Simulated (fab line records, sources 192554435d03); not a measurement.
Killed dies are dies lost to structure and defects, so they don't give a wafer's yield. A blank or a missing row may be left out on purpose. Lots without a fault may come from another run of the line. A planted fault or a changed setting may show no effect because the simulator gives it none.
Chamber matching | flow n5_finfet | N5_BEOL_M0_SAQP_PECVD_00 on pecvd-01: 3 sister chambers
The step deposits SiCN from 3MS/NH3, target thk 8 nm, time 14 s. 6 wafers are shown with their chamber, then 9 later ones without.

WAFERS WITH THEIR CHAMBER
wafer  | chamber | throttle_valve_pct (%) | showerhead_plenum_p_Torr (Torr)
L086.1 | 0       | 9.3                    | 3.660
L087.5 | 1       | 10.3                   | 3.652
L087.6 | 0       | 9.5                    | 3.658
L089.3 | 2       | 8.6                    | 3.673
L089.4 | 2       | 8.6                    | 3.674
L089.6 | 1       | 10.3                   | 3.649

WAFERS WITHOUT THEIR CHAMBER
wafer  | throttle_valve_pct (%) | showerhead_plenum_p_Torr (Torr)
L090.1 | 9.3                    | 3.661
L090.5 | 10.2                   | 3.655
L090.6 | 9.3                    | 3.656
L091.2 | 10.3                   | 3.653
L091.3 | 8.6                    | 3.672
L091.4 | 8.8                    | 3.673
L095.1 | 10.3                   | 3.662
L095.3 | 9.4                    | 3.660
L095.6 | 10.4                   | 3.658

WHICH CHAMBER EACH WENT THROUGH
wafer  | from the rows above | in truth
L090.1 | 0                   | 0
L090.5 | 1                   | 1
L090.6 | 0                   | 0
L091.2 | 1                   | 1
L091.3 | 2                   | 2
L091.4 | 2                   | 2
L095.1 | 1                   | 1
L095.3 | 0                   | 0
L095.6 | 1                   | 1
Placed correctly: 9 of 9. Can't be placed from these rows: 0. Placed wrongly: 0.
How it was worked out, from the rows above alone: a wafer's distance from a chamber is the root of the sum, over the readings, of the square of ((its reading less the chamber's mean) divided by the reading's scatter). The wafer belongs to the nearest chamber; if the next one is less than 2 further off, it can't be placed. A chamber's mean is the mean of its shown wafers. The scatter: the root of (the sum of the squares of (reading less its chamber's mean) over the shown wafers, divided by (wafers less chambers)).
